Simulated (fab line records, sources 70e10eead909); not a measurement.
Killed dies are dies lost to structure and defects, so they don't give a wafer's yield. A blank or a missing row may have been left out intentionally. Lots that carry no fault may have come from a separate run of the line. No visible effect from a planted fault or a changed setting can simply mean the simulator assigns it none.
Chamber matching	flow nand_harc	NHARC_P_M0_CMP_23 on cmp-02 has 4 sister chambers
The step polishes, t overpolish 20 s, target thk 117.54 nm. 4 wafers are shown with their chamber, then 6 later ones without.

== WAFERS WITH THEIR CHAMBER ==
wafer	chamber	motor_current_A (A)
L227.1	1	12.3
L228.3	3	11.5
L230.4	2	10.4
L230.5	0	10.4

== WAFERS WITH NO CHAMBER GIVEN ==
wafer	motor_current_A (A)
L230.6	13.7
L234.1	11.8
L234.6	11.8
L244.4	10.2
L244.5	10.4
L244.6	12.9

== CHAMBER TAKEN BY EACH ==
wafer	from the rows above	in truth
L230.6	can't be placed: 1 or 3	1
L234.1	can't be placed: 3 or 1 or 0 or 2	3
L234.6	can't be placed: 3 or 1 or 0 or 2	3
L244.4	can't be placed: 0 or 2 or 3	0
L244.5	can't be placed: 0 or 2 or 3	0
L244.6	can't be placed: 1 or 3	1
0 of 6 placed correctly. Unplaceable from these rows: 6, with the true chamber sitting among the candidates in 6. Placed wrongly: 0.
How it was worked out, from the rows above alone: a wafer's distance from a chamber is the root of the sum, over the readings, of the square of ((its reading less the chamber's mean) divided by the reading's scatter). The wafer belongs to the nearest chamber; if the next one is less than 2 further off, it can't be placed. For every chamber, the mean is computed from those of its wafers that are shown. The scatter: root of mean squared gap, hidden wafer to nearest shown wafer, with one shown wafer a chamber.
